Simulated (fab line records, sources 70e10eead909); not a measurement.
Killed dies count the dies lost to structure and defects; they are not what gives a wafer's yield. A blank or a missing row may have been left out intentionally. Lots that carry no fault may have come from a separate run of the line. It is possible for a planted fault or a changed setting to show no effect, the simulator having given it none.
fab line records	flow nandHarc
record lots=12	wafers=36	lastDay=24
route steps=1159 shown A_CHANNEL_FILL_D1@492 END@1159
lots untouched by any fault: they come from a run of this same line in which no faults occurred
startH: the number of hours between the record's first day and the start of the first shown wafer of the lot	waitH: hours since the lot's step before	" same as the row above	L1.1+2: several wafers, shown together as one row	- either no value or no given start	* or withheld: withheld	< > ~ a bound
route shown NAME@n: NAME is a module with steps in the file, n the number in the route of the first one	usual: average and standard deviation across the fault-free wafers	same: alike in all rows	chamber/n: place in a boat	sites: each site's reading	_std_site: how widely they spread, as a standard deviation	_edge_site: inner sites' mean taken away from outer sites' mean	radiusMm: for every site, how far away it sits from the centre of the wafer	mask NAME#n: copy n	behind: the tool/chamber that last shaped the wafer	hold: what put the lot on hold/how long, in hours/how the hold closed	device: which transistor (n, p or np) failed to switch	end of line: tests run on the same wafers once the route is complete	for a step that has no rows: nothing shown but its recipe	killed: dies that structure and defects cost at the first sort, which is not the same as the wafer's yield	map: a wafer's dies, marking killed ones x, the rest . and places with no die _
set.NAME: the setting as run; set.NAME@STEP: as run at that earlier step	model.NAME: the simulator's own value behind a step, which no gauge read
the route's steps for a sample of lots (tables are steps, rows are wafers)
services: when a tool's chamber went out of use (startH, in hours from the record's first day, below 0 if earlier), for how many hours, and the reason
## steps
# step NHARC_A_CHANNEL_FILL_D1_ALD_02
# recipe targetThkA=60	pulseTimeS=10	aldCycles=60	tempC=300	material=SiO2
# usual heaterPowerW=476/35	precursorPulseHeightRel=1.000/0.019	susceptorTempC=300.04/0.21
lot.wafer	tool	chamber	startH	waitH	heaterPowerW	precursorPulseHeightRel	susceptorTempC
L849.1	aldHk-02	3	195.17	-	511	0.991	299.84
L849.2	"	0	"	"	433	1.043	300.25
L849.6	"	2	"	"	528	1.013	299.84
L852.1	aldHk-02	3	207.52	-	523	1.013	299.79
L852.4	"	1	"	"	465	0.981	300.12
L852.6	"	3	"	"	514	1.022	299.30
L850.4	aldHk-02	1	208.19	-	451	1.003	299.88
L850.2	"	2	"	"	545	1.019	300.06
L850.5	"	2	"	"	517	1.002	300.13
L851.1	aldHk-02	1	211.78	-	454	1.014	300.14
L851.6	"	0	"	"	440	0.988	299.92
L851.5	"	1	"	"	448	1.002	299.84
L853.4	aldHk-01	3	218.09	-	491	1.017	300.09
L853.1	"	1	"	"	437	1.019	299.95
L853.2	"	2	"	"	475	1.005	299.91
L857.3	aldHk-04	2	239.15	-	484	1.010	299.84
L857.2	"	3	"	"	416	1.054	300.33
L857.5	"	1	"	"	449	0.981	300.39
L860.1	aldHk-04	3	254.21	-	440	1.001	300.04
L860.6	"	0	"	"	428	0.983	299.97
L860.5	"	1	"	"	443	0.989	299.95
L859.1	aldHk-01	0	255.31	-	524	1.018	299.92
L859.2	"	1	"	"	433	1.028	299.81
L859.5	"	3	"	"	469	0.974	300.10
L865.2	aldHk-01	3	283.49	-	476	1.024	299.75
L865.4	"	1	"	"	450	1.010	299.81
L865.6	"	0	"	"	514	0.989	300.23
L866.1	aldHk-01	1	302.67	-	429	0.980	300.27
L866.2	"	3	"	"	468	1.023	299.95
L866.6	"	1	"	"	451	0.976	300.26
L868.3	aldHk-01	1	303.71	-	451	0.982	299.98
L868.1	"	2	"	"	463	0.964	299.57
L868.6	"	1	"	"	440	1.011	299.95
L870.3	aldHk-01	0	318.77	-	527	0.970	-
L870.4	"	2	"	"	474	0.976	-
L870.6	"	3	"	"	465	0.992	-
# step NHARC_A_CHANNEL_FILL_D1_ALD_16
# recipe targetThkA=15	pulseTimeS=10	aldCycles=15	tempC=300	material=SiO2
# usual heaterPowerW=473/38	precursorPulseHeightRel=1.000/0.02	susceptorTempC=299.99/0.19
lot.wafer	tool	chamber	startH	waitH	heaterPowerW	precursorPulseHeightRel	susceptorTempC
L849.2	aldHk-02	2	207.07	0.3	522	0.956	299.92
L849.1	"	3	"	"	528	1.016	299.78
L849.6	"	0	"	"	432	1.021	300.10
L850.4	aldHk-04	2	219.70	0.0	486	1.009	299.97
L850.2	"	3	"	"	433	0.967	299.90
L850.5	"	3	"	"	430	1.005	300.03
L852.1	aldHk-01	2	219.76	0.1	478	0.999	300.16
L852.4	"	3	"	"	509	1.014	299.91
L852.6	"	1	"	"	439	1.042	300.18
L851.1	aldHk-02	3	223.96	0.1	501	0.957	299.86
L851.6	"	1	"	"	462	0.987	300.08
L851.5	"	2	"	"	535	1.008	299.93
L853.1	aldHk-02	2	230.32	0.1	527	1.031	299.86
L853.2	"	3	"	"	524	1.003	300.15
L853.4	"	0	"	"	426	1.019	300.09
L857.2	aldHk-02	1	251.22	0.0	464	0.994	300.25
L857.3	"	2	"	"	513	1.009	300.00
L857.5	"	2	"	"	531	1.029	299.83
L859.1	aldHk-02	2	268.03	1.9	541	1.010	300.03
L859.2	"	3	"	"	506	0.997	299.92
L859.5	"	0	"	"	445	0.992	299.94
L860.1	aldHk-02	0	268.16	2.1	439	0.998	300.27
L860.6	"	3	"	"	515	0.958	300.00
L860.5	"	0	"	"	447	0.982	300.30
L865.2	aldHk-02	3	296.20	0.0	534	0.984	300.13
L865.4	"	0	"	"	437	1.004	300.16
L865.6	"	0	"	"	440	1.004	300.12
L868.1	aldHk-04	0	314.74	0.0	432	1.009	300.19
L868.3	"	1	"	"	436	0.998	300.20
L868.6	"	0	"	"	429	1.045	299.93
L866.1	aldHk-04	0	314.91	0.2	435	1.005	300.19
L866.2	"	2	"	"	481	1.018	300.02
L866.6	"	1	"	"	432	1.017	299.73
L870.4	aldHk-02	3	330.90	0.1	541	1.011	299.76
L870.3	"	1	"	"	458	1.009	299.79
L870.6	"	3	"	"	542	1.019	299.88
# step NHARC_A_CHANNEL_FILL_D1_ETCHBACK_19
# recipe targetDepthA=50	timeS=1.7	hbrFlowSccm=150	cl2FlowSccm=50	rfW=400	icpW=400	biasW=100	chemistry=HBr/Cl2
# usual biasW=100.0/0.32	chamberPressureMTorr=14.999/0.012	drypumpMotorCurrentA=5.8/0.53	oesProductAu=1.002/0.015	throttleValvePct=26.406/0.0094
lot.wafer	tool	chamber	startH	waitH	biasW	chamberPressureMTorr	drypumpMotorCurrentA	oesProductAu	rfHoursCounterH	throttleValvePct
L849.2	rieSi-01	0	218.67	0.4	99.9	14.997	6.1	1.014	0.8	26.426
L849.1	"	2	"	"	99.8	15.000	5.4	0.995	0.6	26.390
L849.6	"	3	"	"	100.2	15.004	5.8	0.972	-	26.401
L850.2	rieSi-05	2	231.83	0.4	100.4	14.994	5.5	0.997	1.4	26.405
L850.4	"	0	"	"	100.2	14.998	6.1	0.987	1.6	26.408
L850.5	"	3	"	"	99.3	15.002	5.1	0.986	-	26.409
L852.1	rieSi-01	1	231.83	0.4	100.1	15.000	5.5	1.016	0.8	26.404
L852.4	"	3	"	"	100.0	14.994	5.8	0.967	0.9	26.404
L852.6	"	2	"	"	100.8	15.016	5.4	0.989	-	26.396
L851.1	rieSi-04	1	235.52	0.4	99.8	14.986	6.6	1.019	1.1	26.396
L851.6	"	2	"	"	99.8	15.007	4.7	1.029	-	26.394
L851.5	"	3	"	"	99.1	14.991	5.9	1.012	-	26.401
L853.1	rieSi-04	2	242.20	0.4	100.1	14.993	4.7	1.019	1.3	26.403
L853.2	"	3	"	"	99.7	15.003	5.9	1.006	1.4	26.409
L853.4	"	0	"	"	100.2	14.997	6.6	0.989	1.4	26.411
L857.2	rieSi-04	1	262.84	0.4	100.2	15.009	6.6	1.001	1.4	26.415
L857.3	"	2	"	"	99.8	14.980	4.7	1.031	1.5	26.392
L857.5	"	3	"	"	100.6	15.020	5.9	1.004	-	26.390
L859.2	rieSi-05	0	280.07	0.4	100.6	15.007	6.1	0.982	0.3	26.410
L859.1	"	3	"	"	100.0	15.014	5.1	0.980	0.3	26.418
L859.5	"	0	"	"	100.3	14.981	6.1	0.995	-	26.412
L860.1	rieSi-01	2	280.07	0.4	100.1	14.994	5.4	0.993	1.3	26.390
L860.6	"	2	"	"	99.9	15.007	5.4	0.995	-	26.399
L860.5	"	3	"	"	100.4	14.988	5.7	0.981	-	26.398
L865.2	rieSi-05	3	308.89	0.4	-	-	-	-	-	-
L865.4	"	3	"	"	-	-	-	-	-	-
L865.6	"	0	"	"	-	-	-	-	-	-
L866.1	rieSi-01	1	326.62	0.4	-	-	-	-	-	-
L866.2	"	0	"	"	-	-	-	-	-	-
L866.6	"	1	"	"	-	-	-	-	-	-
L868.1	rieSi-05	1	326.64	0.4	-	-	-	-	-	-
L868.3	"	2	"	"	-	-	-	-	-	-
L868.6	"	3	"	"	-	-	-	-	-	-
L870.4	rieSi-01	3	343.39	0.4	99.3	14.993	5.8	1.003	0.2	26.413
L870.3	"	2	"	"	99.7	15.009	5.4	1.018	0.3	26.419
L870.6	"	3	"	"	99.8	15.018	5.8	0.992	-	26.407
# step NHARC_A_CHANNEL_FILL_D1_STRIP_29
# recipe timeS=20	o2FlowSccm=500	arFlowSccm=0	biasW=0	chemistry=O2
# usual chamberPressureMTorr=60.00/0.056	drypumpMotorCurrentA=5.6/0.4	oesProductAu=0.995/0.013	rfVppV=58.1/0.99	showerheadPlenumPTorr=3.61/0.15	throttleValvePct=17.036/0.0086
lot.wafer	tool	chamber	startH	waitH	chamberPressureMTorr	drypumpMotorCurrentA	oesProductAu	rfHoursCounterH	rfVppV	showerheadPlenumPTorr	throttleValvePct
L849.2	rieDiel-12	3	-	-	60.03	5.3	0.975	1	58.0	3.63	17.021
L849.1	"	1	"	"	60.01	6.2	1.003	1	57.3	3.74	17.035
L849.6	"	3	"	"	60.00	5.3	0.971	-	57.1	3.63	17.032
L852.4	rieDiel-09	1	-	-	59.96	6.1	1.018	6	57.2	3.33	17.047
L852.1	"	2	"	"	59.94	6.0	1.005	6	58.3	3.33	17.051
L852.6	"	2	"	"	59.92	6.0	0.990	-	56.8	3.34	17.020
L850.4	rieDiel-12	3	-	-	60.05	5.3	0.980	1	58.5	3.63	17.030
L850.2	"	0	"	"	59.94	5.3	0.979	1	57.0	3.75	17.028
L850.5	"	1	"	"	60.02	6.2	0.991	-	57.8	3.74	17.059
L851.1	rieDiel-12	3	-	-	60.01	5.3	0.984	1	60.2	3.63	17.050
L851.6	"	3	"	"	59.93	5.3	0.994	-	56.9	3.63	17.040
L851.5	"	0	"	"	60.02	5.3	0.991	-	58.8	3.75	17.027
L853.1	rieDiel-12	2	-	-	60.03	5.2	0.989	1	58.3	3.63	17.038
L853.4	"	3	"	"	59.88	5.3	0.978	1	57.3	3.63	17.047
L853.2	"	1	"	"	59.97	6.2	1.002	1	58.4	3.74	17.046
L857.3	rieDiel-12	1	-	-	59.94	6.2	1.016	2	58.1	3.73	17.031
L857.2	"	2	"	"	59.93	5.2	0.995	2	58.1	3.63	17.040
L857.5	"	2	"	"	59.94	5.2	0.975	-	58.5	3.63	17.025
L860.1	rieDiel-12	2	-	-	60.04	5.2	0.986	2	57.0	3.63	17.038
L860.6	"	3	"	"	59.97	5.3	0.982	-	57.6	3.63	17.027
L860.5	"	0	"	"	60.09	5.4	0.983	-	58.1	3.75	17.028
L859.2	rieDiel-12	0	-	-	60.03	5.3	0.991	2	58.5	3.75	17.038
L859.1	"	3	"	"	60.03	5.3	0.978	2	58.1	3.63	17.026
L859.5	"	1	"	"	60.00	6.2	1.004	-	59.4	3.73	17.044
L865.2	rieDiel-09	2	-	-	60.00	6.0	1.005	2	58.3	3.33	17.020
L865.4	"	3	"	"	59.92	5.6	0.975	2	58.2	3.75	17.031
L865.6	"	1	"	"	59.94	6.1	1.004	-	58.0	3.33	17.038
L866.1	rieDiel-12	3	-	-	59.99	5.3	0.985	3	57.4	3.63	17.040
L866.2	"	0	"	"	59.99	5.4	0.990	3	58.3	3.75	17.031
L866.6	"	2	"	"	60.07	5.2	0.985	-	56.7	3.63	17.025
L868.1	rieDiel-08	2	-	-	60.05	5.1	0.993	7	56.4	3.55	17.034
L868.3	"	1	"	"	60.04	5.9	1.007	5	57.4	3.53	17.038
L868.6	"	3	"	"	59.93	5.4	1.004	-	58.7	3.76	17.037
L870.4	rieDiel-08	0	-	-	60.02	5.7	0.986	9	58.5	3.58	17.027
L870.3	"	1	"	"	59.94	5.9	1.014	7	57.2	3.53	17.025
L870.6	"	0	"	"	60.00	5.7	0.993	-	58.1	3.58	17.033
# step NHARC_END_SORT_01
# recipe tempC=25
# usual killedAtArray=25/7.8	killedAtOther=0.6/0.81	killedAtPeriphery=3.3/2.2	killedDies=29/8.2	killedOpen=3.5/1.9	killedShort=1.8/1.3
# same grossDies=677
lot.wafer	tool	chamber	startH	waitH	killedAtArray	killedAtOther	killedAtPeriphery	killedDies	killedOpen	killedShort
L865.2	prober-02	0	541.27	2.9	674	1	2	677	4	1
L865.4	prober-02	0	542.90	3.5	675	0	2	677	3	1
L865.6	prober-02	0	544.53	4.1	676	0	1	677	3	2
L868.1	prober-01	0	557.02	2.5	674	0	3	677	2	2
L868.3	prober-01	0	558.60	3.1	676	1	0	677	2	2
L868.6	prober-01	0	560.95	3.9	674	0	3	677	6	1
L866.1	prober-01	0	566.68	2.5	676	0	1	677	1	1
L866.2	prober-01	0	567.48	2.8	672	1	4	677	9	6
L866.6	prober-01	0	570.67	4.0	671	0	6	677	7	2
# killed by level:class
L865.2 A_CHANNEL_FILL_D1:areaEtchback=653 A_CHANNEL_HOLE_D1:chamberFilmFlake=11 A_ZERO_WELL:chamberFilmFlake=2 A_STAIRCASE:chamberFilmFlake=2 P_M0:geometricParticle:open=1 A_SOURCE_PLATE:geometricParticle:open=1 A_ONON_D1:geometricParticle:short=1 A_WL_FILL:geometricParticle:open=1
L865.4 A_CHANNEL_FILL_D1:areaEtchback=653 A_CHANNEL_HOLE_D1:chamberFilmFlake=18 A_ZERO_WELL:chamberFilmFlake=2 P_GATE:geometricParticle:open=1 P_CONTACT:geometricParticle:open=1 A_CHANNEL_HOLE_D1:geometricParticle:short=1 A_SGD_CUT:geometricParticle:open=1
L865.6 A_CHANNEL_FILL_D1:areaEtchback=653 A_CHANNEL_HOLE_D1:chamberFilmFlake=14 A_CONTACT:chamberFilmFlake=3 P_GATE:geometricParticle:open=1 A_CHANNEL_FILL_D1:geometricParticle:open=1 A_SGD_CUT:geometricParticle:short=1 A_WL_FILL:geometricParticle:short=1 A_CONTACT:geometricParticle:open=1
L868.1 A_CHANNEL_FILL_D1:areaEtchback=646 A_CONTACT:chamberFilmFlake=11 A_CHANNEL_HOLE_D1:chamberFilmFlake=9 A_STAIRCASE:chamberFilmFlake=6 P_M1:geometricParticle:open=1 P_M1:geometricParticle:short=1 A_CONTACT:geometricParticle:open=1 A_M1:geometricParticle:short=1
L868.3 A_CHANNEL_FILL_D1:areaEtchback=658 A_CONTACT:chamberFilmFlake=8 A_CHANNEL_HOLE_D1:chamberFilmFlake=4 A_CHANNEL_HOLE_D1:geometricParticle:open=1 A_CHANNEL_FILL_D1:geometricParticle:short=1 A_SGD_CUT:geometricParticle:short=1 STARTING-WAFER:geometricParticle:open=1 A_ZERO_WELL:chamberFilmFlake=1
L868.6 A_CHANNEL_FILL_D1:areaEtchback=653 A_CONTACT:chamberFilmFlake=10 A_STAIRCASE:chamberFilmFlake=4 A_CHANNEL_HOLE_D1:chamberFilmFlake=2 P_GATE:geometricParticle:short=1 P_M0:geometricParticle:open=1 P_M1:geometricParticle:open=1 A_CHANNEL_FILL_D1:geometricParticle:open=1
L866.1 A_CHANNEL_FILL_D1:areaEtchback=655 A_CHANNEL_HOLE_D1:chamberFilmFlake=14 A_CONTACT:chamberFilmFlake=4 A_CHANNEL_FILL_D1:geometricParticle:short=1 A_CHANNEL_FILL_D1:geometricParticle:open=1 P_ZERO_WELL:chamberFilmFlake=1 A_STAIRCASE:chamberFilmFlake=1
L866.2 A_CHANNEL_FILL_D1:areaEtchback=641 A_CHANNEL_HOLE_D1:chamberFilmFlake=16 P_M0:geometricParticle:open=2 A_ONON_D1:geometricParticle:short=2 A_CHANNEL_FILL_D1:geometricParticle:open=2 A_STAIRCASE:chamberFilmFlake=2 A_CONTACT:chamberFilmFlake=2 P_CONTACT:geometricParticle:open=1
L866.6 A_CHANNEL_FILL_D1:areaEtchback=652 A_CHANNEL_HOLE_D1:chamberFilmFlake=12 P_CONTACT:geometricParticle:open=2 P_GATE:chamberFilmFlake=2 P_GATE:geometricParticle:open=1 P_CONTACT:geometricParticle:short=1 A_SOURCE_PLATE:geometricParticle:open=1 A_ONON_D1:geometricParticle:short=1
## services
tool	chamber	startH	hours	kind
aldHk-04	-	172.38	1.5	repair
rieSi-04	3	173.02	4.4	repair
rieSi-01	-	174.22	0.7	repair
rieSi-01	-	181.37	0.3	repair
rieSi-05	1	186.36	5.7	repair
rieDiel-09	0	188.86	5.0	repair
aldHk-04	-	189.11	10.0	pm
rieDiel-08	2	191.22	9.6	repair
aldHk-02	-	191.43	0.3	repair
rieDiel-12	-	202.43	9.0	pm
rieDiel-09	0	213.18	11.1	repair
aldHk-01	-	229.23	10.0	pm
rieSi-05	-	239.00	9.0	pm
rieDiel-08	3	239.65	8.7	repair
rieSi-01	1	253.67	3.6	repair
rieSi-01	-	256.83	1.3	repair
rieSi-04	-	276.00	9.0	pm
aldHk-02	-	280.82	10.0	pm
rieSi-05	1	296.67	23.0	repair
aldHk-01	-	301.37	1.0	repair
rieSi-05	3	301.39	1.9	repair
rieSi-01	-	304.00	9.0	pm
rieDiel-12	2	333.94	2.4	repair
rieSi-05	0	353.27	10.0	repair
## key
firstSign step=NHARC_A_CHANNEL_FILL_D1_ETCHBACK_19	reading=toolRecord	direction=missing
effect step=NHARC_END_SORT_01	reading=killedAtArray	direction=up	sigmas=83	usual=25	struck=674
moreKillsBornAt NHARC_A_CHANNEL_FILL_D1_ETCHBACK_19@rieSi-05=3916	NHARC_A_CHANNEL_FILL_D1_ETCHBACK_19@rieSi-01=1947
metAt NHARC_A_CHANNEL_FILL_D1_ETCHBACK_19
struckLots L865,L866,L868
laterRowsLeftOut L865.2,L865.4,L865.6,L866.1,L866.2,L866.6,L868.1,L868.3,L868.6
testerLeftOut L865,L866,L868
notActingAt NHARC_A_CHANNEL_FILL_D1_ALD_02,NHARC_A_CHANNEL_FILL_D1_ALD_16,NHARC_A_CHANNEL_FILL_D1_STRIP_29
onsetBetween 280.07 308.89
fault kind=skippedStepWhole	tool=rieSi-01,rieSi-05	chamber=-	onsetH=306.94	steps=NHARC_A_CHANNEL_FILL_D1_ETCHBACK_19	scope=struckLotsOnly
# testerLeftOut: of these lots the tester's yield and bins aren't shown, on N5 and GAA mostly nor the transistor test; their killed dies are dies lost to structure and defects alone, not to doping, threshold or leakage, so they don't give the yield
# laterRowsLeftOut: the simulator's readings of these wafers behind a module that went badly wrong aren't trusted and aren't shown, but for the sort
